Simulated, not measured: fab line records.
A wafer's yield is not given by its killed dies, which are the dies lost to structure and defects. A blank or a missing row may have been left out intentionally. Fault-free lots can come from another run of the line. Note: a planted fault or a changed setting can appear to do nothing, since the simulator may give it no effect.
fab line records    flow n5_finfet
[record] lots = 11  wafers = 32  last_day = 18
route steps=1938 shown BEOL_M15@1793 MIM_TOP@1834
lots that met no fault: from a run of the same line without faults
start_h: start of the lot's first displayed wafer, in hours after the record's first day    wait_h: hours elapsed since this lot's preceding step    " identical to the entry in the row above    L1.1+2: several wafers, shown together as one row    - no value present, or no start provided    * or withheld: withheld    < > ~ a bound
route shown NAME@n: names a module that has steps shown in the file, with the first one's number in the route    usual: average and standard deviation across the fault-free wafers    same: alike in all rows    chamber/n: place in a boat    sites: the reading at each site    _std_site: standard deviation of those values    _edge_site: mean of outer sites minus mean of inner sites    radius_mm: how far each site lies from the wafer's centre    mask NAME#n: copy n    behind: the last tool/chamber to shape the wafer    hold: the reason the lot was held/the length of the hold in hours/how it ended    device: which transistor (n, p or np) failed to switch    end of line: the tests these same wafers got at the end of their route    a step with no rows: only its recipe    killed: at the first sort, the dies lost to defects and structure; wafer yield is something else    map: shows each die of a wafer: x if killed, . if not, _ if none is there
set.NAME: the setting that was run; set.NAME@STEP: the one run at that earlier step    model.NAME: the simulator's own value behind a step, which no gauge read
the route's steps for a sample of lots (tables are steps, rows are wafers)
services: a tool's chamber out of use, with start hour (start_h, from the record's first day; less than 0 if before it), hours out, and reason
[[steps]]
[step N5_BEOL_M15_CD_MEAS_17]
[recipe] target_cd_nm = 360  polarity = opening
[usual] cd_nm = 361.2/1.6
lot.wafer  tool       chamber  start_h  wait_h  cd_nm
L155.1     cd_sem-03  -        266.56   0.0     362.1
L155.2     "          -        "        "       363.7
L155.3     "          -        "        "       363.2
L157.1     cd_sem-02  -        277.75   0.0     360.7
L157.5     "          -        "        "       360.4
L157.6     "          -        "        "       360.1
L160.3     cd_sem-01  -        289.81   0.0     361.2
L160.4     "          -        "        "       364.1
L160.6     "          -        "        "       363.3
L158.2     cd_sem-02  -        304.98   0.0     362.3
L158.3     "          -        "        "       363.1
L158.6     "          -        "        "       361.4
L159.2     cd_sem-03  -        305.14   0.0     364.5
L159.5     "          -        "        "       362.8
L159.6     "          -        "        "       362.5
L161.1     cd_sem-02  -        316.89   0.0     361.4
L161.2     "          -        "        "       362.9
L161.6     "          -        "        "       363.4
L162.1     cd_sem-01  -        333.99   0.0     360.7
L162.3     "          -        "        "       360.2
L162.6     "          -        "        "       361.2
L168.1     cd_sem-01  -        370.54   0.0     362.1
L168.6     "          -        "        "       362.1
L174.3     cd_sem-02  -        397.17   0.0     360.6
L174.5     "          -        "        "       360.3
L174.6     "          -        "        "       359.7
L176.2     cd_sem-03  -        402.84   0.0     363.0
L176.5     "          -        "        "       360.2
L176.6     "          -        "        "       362.2
L177.1     cd_sem-01  -        421.63   0.0     361.9
L177.2     "          -        "        "       362.7
L177.3     "          -        "        "       360.8
[step N5_BEOL_M15_DEGAS_41]
[recipe] ambient = vacuum  temp_c = 300  time_s = 60
[usual] heater_power_w = 459/43
lot.wafer  tool            chamber  start_h  wait_h  heater_power_w
L155.1     pvd_sputter-02  -        269.79   1.4     562
L155.2     "               -        "        "       440
L155.3     "               -        "        "       505
L157.1     pvd_sputter-03  -        282.10   1.1     463
L157.5     "               -        "        "       480
L157.6     "               -        "        "       427
L160.3     pvd_sputter-03  -        293.18   0.2     410
L160.4     "               -        "        "       463
L160.6     "               -        "        "       406
L158.2     pvd_sputter-03  -        308.33   0.4     494
L158.3     "               -        "        "       409
L158.6     "               -        "        "       415
L159.2     pvd_sputter-03  -        309.31   0.3     417
L159.5     "               -        "        "       428
L159.6     "               -        "        "       486
L161.1     pvd_sputter-02  -        319.66   0.7     465
L161.2     "               -        "        "       422
L161.6     "               -        "        "       422
L162.1     pvd_sputter-03  -        335.79   0.0     416
L162.3     "               -        "        "       456
L162.6     "               -        "        "       414
L168.1     pvd_sputter-02  -        374.05   0.3     422
L168.6     "               -        "        "       458
L174.3     pvd_sputter-03  -        399.38   0.4     491
L174.5     "               -        "        "       446
L174.6     "               -        "        "       411
L176.2     pvd_sputter-01  -        404.95   0.4     396
L176.5     "               -        "        "       410
L176.6     "               -        "        "       439
L177.1     pvd_sputter-01  -        424.45   0.4     446
L177.2     "               -        "        "       406
L177.3     "               -        "        "       503
[step N5_BEOL_M15_SPUTTER_44]
[recipe] material = Ta  target_thk_a = 150  temp_c = 50  bias_v = 80  power_w = 15000  chamber_pressure_pa = 0.07  time_s = 24.19
[usual] substrate_temp_c = 49.98/0.11  throttle_valve_pct = 30.3/0.99
lot.wafer  tool            chamber  start_h  wait_h  substrate_temp_c  throttle_valve_pct
L155.1     pvd_sputter-02  -        269.95   0.0     49.97             31.5
L155.2     "               -        "        "       50.12             31.5
L155.3     "               -        "        "       50.14             29.2
L157.1     pvd_sputter-03  -        282.26   0.0     50.08             30.8
L157.5     "               -        "        "       49.79             30.2
L157.6     "               -        "        "       49.79             30.7
L160.3     pvd_sputter-03  -        293.34   0.0     49.96             30.4
L160.4     "               -        "        "       49.85             30.7
L160.6     "               -        "        "       50.17             30.3
L158.2     pvd_sputter-03  -        308.49   0.0     49.86             30.2
L158.3     "               -        "        "       50.13             30.6
L158.6     "               -        "        "       50.11             30.4
L159.2     pvd_sputter-03  -        309.47   0.0     49.91             30.1
L159.5     "               -        "        "       49.91             30.5
L159.6     "               -        "        "       49.96             30.1
L161.1     pvd_sputter-02  -        319.82   0.0     49.83             31.5
L161.2     "               -        "        "       50.05             29.6
L161.6     "               -        "        "       50.14             29.3
L162.1     pvd_sputter-03  -        335.95   0.0     49.91             30.8
L162.3     "               -        "        "       49.97             30.8
L162.6     "               -        "        "       50.02             31.0
L168.1     pvd_sputter-02  -        374.21   0.0     50.14             29.2
L168.6     "               -        "        "       49.99             31.5
L174.3     pvd_sputter-03  -        399.54   0.0     49.99             30.2
L174.5     "               -        "        "       50.05             30.6
L174.6     "               -        "        "       50.01             30.7
L176.2     pvd_sputter-01  -        405.11   0.0     49.99             30.2
L176.5     "               -        "        "       49.98             30.0
L176.6     "               -        "        "       49.80             30.8
L177.1     pvd_sputter-01  -        424.61   0.0     50.16             27.7
L177.2     "               -        "        "       49.78             29.8
L177.3     "               -        "        "       50.03             29.0
[step N5_BEOL_M15_CMP_49]
[recipe] stop_on = SiO2  t_overpolish_s = 4.9  down_force_psi = 2  platen_rpm = 80  clearing_platen_down_force_psi = 2  clearing_platen_rpm = 80  post_cmp_clean = cu_alkaline  target_thk_nm = 850  clearing_platen_pad_velocity_m_s = 1.5917  pad_velocity_m_s = 1.5917
[usual] barrier_field_endpoint_s = 11.47/0.25  clearing_platen_down_force_psi = 2.000/0.0041  clearing_platen_rpm = 80.00/0.042  edge_zone_pressure_frac = 1.000/0.005  motor_current_A = 7.9/0.68
lot.wafer  tool    chamber  start_h  wait_h  barrier_field_endpoint_s  clearing_platen_down_force_psi  clearing_platen_rpm  edge_zone_pressure_frac  motor_current_A
L155.1     cmp-04  1        270.69   0.3     11.24                     2.002                           80.00                1.002                    8.6
L155.3     "       3        "        "       11.20                     2.001                           79.99                0.996                    7.8
L155.2     "       0        "        "       11.43                     1.995                           79.94                0.996                    8.1
L157.1     cmp-01  3        283.08   0.3     11.25                     2.005                           79.97                0.997                    6.8
L157.6     "       2        "        "       11.50                     1.999                           80.02                0.991                    7.8
L157.5     "       3        "        "       11.26                     2.004                           80.00                1.006                    6.9
L160.4     cmp-01  1        294.30   0.2     11.55                     1.995                           80.02                0.995                    9.0
L160.3     "       2        "        "       11.76                     2.010                           80.02                0.999                    7.6
L160.6     "       0        "        "       11.85                     2.010                           80.03                1.002                    7.8
L158.2     cmp-01  1        309.23   0.2     11.36                     1.997                           80.02                1.002                    9.2
L158.3     "       3        "        "       11.71                     2.000                           80.01                1.005                    7.0
L158.6     "       2        "        "       11.38                     2.006                           80.03                1.003                    7.6
L159.2     cmp-01  2        310.74   0.3     11.52                     2.000                           80.02                0.995                    7.8
L159.5     "       0        "        "       11.43                     2.002                           80.08                0.991                    7.8
L159.6     "       1        "        "       11.40                     1.997                           80.01                0.988                    8.5
L161.1     cmp-01  3        321.00   0.3     11.30                     1.996                           79.97                0.993                    7.0
L161.2     "       0        "        "       11.53                     1.998                           79.96                1.004                    7.2
L161.6     "       3        "        "       11.67                     2.001                           80.05                1.001                    6.7
L162.3     cmp-04  2        337.04   0.4     11.42                     1.999                           79.93                1.006                    9.0
L162.1     "       1        "        "       11.64                     2.006                           80.10                0.997                    8.3
L162.6     "       2        "        "       11.49                     2.005                           79.90                1.007                    9.6
L168.1     cmp-01  3        376.05   0.6     10.74                     1.989                           79.98                0.998                    6.6
L168.6     "       1        "        "       10.53                     2.003                           80.06                1.000                    9.3
L174.3     cmp-02  2        400.48   0.2     11.25                     2.009                           79.93                1.002                    8.4
L174.5     "       2        "        "       11.33                     2.001                           79.96                1.009                    8.4
L174.6     "       3        "        "       11.51                     1.998                           80.00                1.002                    8.1
L176.2     cmp-04  2        406.40   0.2     11.51                     2.000                           79.99                1.001                    9.7
L176.5     "       2        "        "       11.59                     1.999                           79.95                0.996                    8.4
L176.6     "       3        "        "       11.34                     2.001                           80.09                1.001                    8.3
L177.2     cmp-04  3        425.37   0.2     11.34                     1.998                           79.99                0.994                    7.9
L177.3     "       0        "        "       11.20                     2.002                           80.01                0.999                    7.6
L177.1     "       1        "        "       11.20                     1.999                           79.97                1.000                    8.3
[step N5_MIM_TOP_ALD_00]
[recipe] material = Al2O3  target_thk_a = *  temp_c = withheld  ald_precursor_family = TMA  ald_co_reactant = O3  pulse_time_s = withheld  purge_time_s = 3  co_reactant_purge_time_s = withheld  co_reactant_pulse_time_s = 3  ald_cycles = withheld
[usual] precursor_pulse_height_rel = 1.000/0.02
lot.wafer  tool       chamber  start_h  wait_h  precursor_pulse_height_rel
L155.1     ald_hk-01  2        274.29   0.1     0.988
L155.2     "          1        "        "       0.968
L155.3     "          3        "        "       1.018
L157.1     ald_hk-01  3        287.26   0.1     0.990
L157.5     "          2        "        "       1.013
L157.6     "          1        "        "       1.009
L160.3     ald_hk-01  0        296.68   0.1     0.958
L160.4     "          2        "        "       0.983
L160.6     "          2        "        "       1.017
L158.2     ald_hk-03  3        313.64   0.1     0.998
L158.3     "          1        "        "       1.013
L158.6     "          3        "        "       1.002
L159.2     ald_hk-01  2        314.26   0.1     0.982
L159.5     "          3        "        "       0.984
L159.6     "          0        "        "       1.010
L161.1     ald_hk-03  3        323.02   0.1     1.001
L161.2     "          0        "        "       0.997
L161.6     "          0        "        "       1.030
L162.1     ald_hk-01  3        339.49   0.1     0.995
L162.3     "          2        "        "       0.988
L162.6     "          1        "        "       1.017
L168.1     ald_hk-03  2        378.49   0.1     1.004
L168.6     "          0        "        "       1.004
L174.3     ald_hk-02  0        403.10   0.1     1.020
L174.5     "          2        "        "       1.016
L174.6     "          1        "        "       1.019
L176.2     ald_hk-01  0        408.86   0.2     1.004
L176.5     "          0        "        "       1.006
L176.6     "          1        "        "       1.006
L177.1     ald_hk-02  2        427.23   0.1     1.000
L177.2     "          3        "        "       0.980
L177.3     "          0        "        "       1.001
[[services]]
tool            chamber  start_h  hours  kind
cmp-02          -        248.20   7.1    repair
ald_hk-02       -        251.09   0.7    repair
cmp-04          -        255.24   0.7    repair
cmp-02          -        278.99   1.1    repair
ald_hk-02       -        282.22   8.7    pm
cmp-02          -        289.69   5.1    repair
cmp-04          -        306.38   0.4    repair
ald_hk-02       -        307.79   3.4    repair
cmp-04          -        314.71   4.0    pm
cmp-04          -        318.71   -      consumable_replace:conditioner
cmp-04          -        318.71   -      consumable_replace:pad
cmp-02          -        336.76   0.9    repair
cmp-01          -        343.50   0.9    repair
ald_hk-01       -        352.97   0.3    repair
ald_hk-03       -        396.43   14.6   pm
cmp-02          -        406.27   0.6    repair
ald_hk-02       -        407.76   1.6    repair
cmp-04          -        408.43   2.8    repair
cmp-02          -        412.07   1.2    repair
pvd_sputter-01  -        415.17   1.8    repair
ald_hk-03       -        423.64   1.0    repair
[[key]]
[first_sign] step = N5_BEOL_M15_CMP_49  reading = barrier_field_endpoint_s  direction = down  sigmas = 3.4  usual = 11.47  struck = 10.64
effect none on later readings
met_at N5_BEOL_M15_SPUTTER_44
struck_lots L168
struck_wafers L168.1,L168.6
not_acting_at N5_BEOL_M15_CD_MEAS_17,N5_BEOL_M15_DEGAS_41,N5_MIM_TOP_ALD_00
onset_between 319.82 374.21
also_fits N5_BEOL_M15_CMP_49:cmp-01
[fault] kind = process_parameter_drift  tool = pvd_sputter-02  chamber = -  onset_h = 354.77  steps = N5_BEOL_M15_SPUTTER_44  channel = time_s  offset = *  shape = step  end_h = 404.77  scope = struck_wafers_only  acts_in = *  stated = *
